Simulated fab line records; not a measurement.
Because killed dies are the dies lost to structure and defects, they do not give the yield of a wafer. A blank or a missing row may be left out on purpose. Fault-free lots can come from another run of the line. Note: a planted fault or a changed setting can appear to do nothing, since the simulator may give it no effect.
Split-lot trial + flow n5 finfet + on a route of 1938 steps: 7 lots, 39 wafers read

SPLIT DETAILS
At N5_GATE_CUT_ETCH_58 (etches SiNx in CH3F/O2, target depth 17 nm, time 128.6 s), the setting bias w was moved away from the recipe's 21 W on 12 of the 39 wafers read, by -9.9% to +17.0%. This setting was run at the recipe's value on the other wafers.

The split's own step is where the reading is taken.

THE READING
rf vpp V, in V, at N5_GATE_CUT_ETCH_58 (etches SiNx in CH3F/O2, target depth 17 nm, time 128.6 s). A value of 99.2 V with a standard deviation of 1 V is what fault-free wafers of this fab line usually give.

| wafer  | tool, chamber at the split | bias w as run, W | against the recipe | rf vpp V, V | against lot-mates on the recipe |
|--------|----------------------------|------------------|--------------------|-------------|---------------------------------|
| L075.1 | rie diel-03, 1             | 18.92            | -9.9%              | 93.3        | -6.0                            |
| L075.2 | rie diel-03, 3             | 21               | recipe             | 98.7        | -                               |
| L075.3 | rie diel-03, 0             | 21               | recipe             | 99.2        | -                               |
| L075.4 | rie diel-03, 2             | 18.92            | -9.9%              | 93.9        | -5.4                            |
| L075.5 | rie diel-03, 0             | 18.92            | -9.9%              | 93.3        | -6.0                            |
| L075.6 | rie diel-03, 1             | 21               | recipe             | 100.0       | -                               |
| L076.1 | rie diel-03, 3             | 21               | recipe             | 98.5        | -                               |
| L076.2 | rie diel-03, 1             | 24.56            | +17.0%             | 109.5       | +10.6                           |
| L076.3 | rie diel-03, 2             | 24.56            | +17.0%             | 108.9       | +10.0                           |
| L076.4 | rie diel-03, 0             | 21               | recipe             | 99.4        | -                               |
| L076.5 | rie diel-03, 1             | 21               | recipe             | 98.9        | -                               |
| L076.6 | rie diel-03, 0             | 24.56            | +17.0%             | 108.6       | +9.7                            |
| L077.1 | rie diel-03, 0             | 19.84            | -5.5%              | 95.3        | -5.2                            |
| L077.2 | rie diel-03, 3             | 19.84            | -5.5%              | 94.1        | -6.4                            |
| L077.3 | rie diel-03, 2             | 21               | recipe             | 100.2       | -                               |
| L077.4 | rie diel-03, 0             | 21               | recipe             | 100.7       | -                               |
| L077.5 | rie diel-03, 2             | 21               | recipe             | 100.6       | -                               |
| L077.6 | rie diel-03, 3             | 19.84            | -5.5%              | 94.8        | -5.7                            |
| L082.1 | rie diel-01, 3             | 24.12            | +14.9%             | 108.7       | +9.1                            |
| L082.2 | rie diel-01, 0             | 24.12            | +14.9%             | 108.8       | +9.2                            |
| L082.3 | rie diel-01, 1             | 24.12            | +14.9%             | 109.3       | +9.7                            |
| L082.4 | rie diel-01, 2             | 21               | recipe             | 99.2        | -                               |
| L082.5 | rie diel-01, 0             | 21               | recipe             | 101.0       | -                               |
| L082.6 | rie diel-01, 3             | 21               | recipe             | 98.7        | -                               |
| L083.1 | rie diel-03, 2             | 21               | recipe             | 99.7        | -                               |
| L083.2 | rie diel-03, 1             | 21               | recipe             | 99.5        | -                               |
| L083.3 | rie diel-03, 0             | 21               | recipe             | 99.6        | -                               |
| L083.4 | rie diel-03, 3             | 21               | recipe             | 98.6        | -                               |
| L083.5 | rie diel-03, 1             | 21               | recipe             | 100.3       | -                               |
| L083.6 | rie diel-03, 0             | 21               | recipe             | 99.2        | -                               |
| L087.2 | rie diel-03, 3             | 21               | recipe             | 97.5        | -                               |
| L087.3 | rie diel-03, 2             | 21               | recipe             | 100.2       | -                               |
| L087.4 | rie diel-03, 0             | 21               | recipe             | 100.3       | -                               |
| L089.1 | rie diel-01, 0             | 21               | recipe             | 99.2        | -                               |
| L089.2 | rie diel-01, 3             | 21               | recipe             | 99.7        | -                               |
| L089.3 | rie diel-01, 1             | 21               | recipe             | 100.5       | -                               |
| L089.4 | rie diel-01, 2             | 21               | recipe             | 99.7        | -                               |
| L089.5 | rie diel-01, 3             | 21               | recipe             | 100.2       | -                               |
| L089.6 | rie diel-01, 2             | 21               | recipe             | 100.2       | -                               |

FIT RESULTS
A straight line over all 39 wafers: rf vpp V changes by +0.609 V for each +1% of bias w; r = +0.98; the points scatter about the line by 0.86 V.
The same after taking each lot's own level away (the mean of its wafers on the recipe; 39 wafers): +0.63 V for each +1%; r = +0.98; scatter 0.89 V.
On that fit, the largest move of bias w shifts the reading by 11 V.
Measured against the standard deviation above, the lots' own levels, which go from 98.93 to 100.50 V, span 1.6 times it.
Hence the lot-to-lot level has little effect on the slope; both slopes agree.
Check: with one of the wafers moved furthest among these (+17.0%) left out of the fit, the line predicts +10.5 V for it against its lot-mates. Against them it came out at +10.6 V.
Tool readings at the split's step, against how far the setting was moved: rf vpp V r = +0.98.

FURTHER SPLITS ON THESE WAFERS
These wafers also went through other splits before the reading. Each is held against what the fit with the lots' levels taken away leaves over:
| other split on the same wafers       | wafers away from the commonest value | r with rf vpp V (lot level and that fit taken away) |
|--------------------------------------|--------------------------------------|-----------------------------------------------------|
| N5_FIN_CUT_CUT_ETCH_15 time s        | 12                                   | +0.08                                               |
| N5_DUMMY_GATE_EXPOSE_12 dose mj      | 15                                   | -0.19                                               |
| N5_DUMMY_GATE_ETCH_37 source w       | 18                                   | -0.19                                               |
| N5_DUMMY_GATE_ETCH_31 target depth a | 15                                   | +0.17                                               |
| N5_DUMMY_GATE_ETCH_32 time s         | 9                                    | -0.15                                               |

THE WHOLE CHAIN: every reading that the file lists as answering this split, in the file's order
| step                | what it does                                             | reading                                                        | change (the file's fit)               | r (the file's) |
|---------------------|----------------------------------------------------------|----------------------------------------------------------------|---------------------------------------|----------------|
| N5_GATE_CUT_ETCH_58 | etches SiNx in CH3F/O2, target depth 17 nm, time 128.6 s | rf vpp V                                                       | +0.626 V for each +1% of the setting  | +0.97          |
| N5_GATE_CUT_ETCH_58 | etches SiNx in CH3F/O2, target depth 17 nm, time 128.6 s | etch.depth nm (the simulator's own value, which no gauge read) | +0.075 nm for each +1% of the setting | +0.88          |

FILE'S OWN FIT
rf vpp V changes by +0.626 V for each +1% of bias w, r = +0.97.
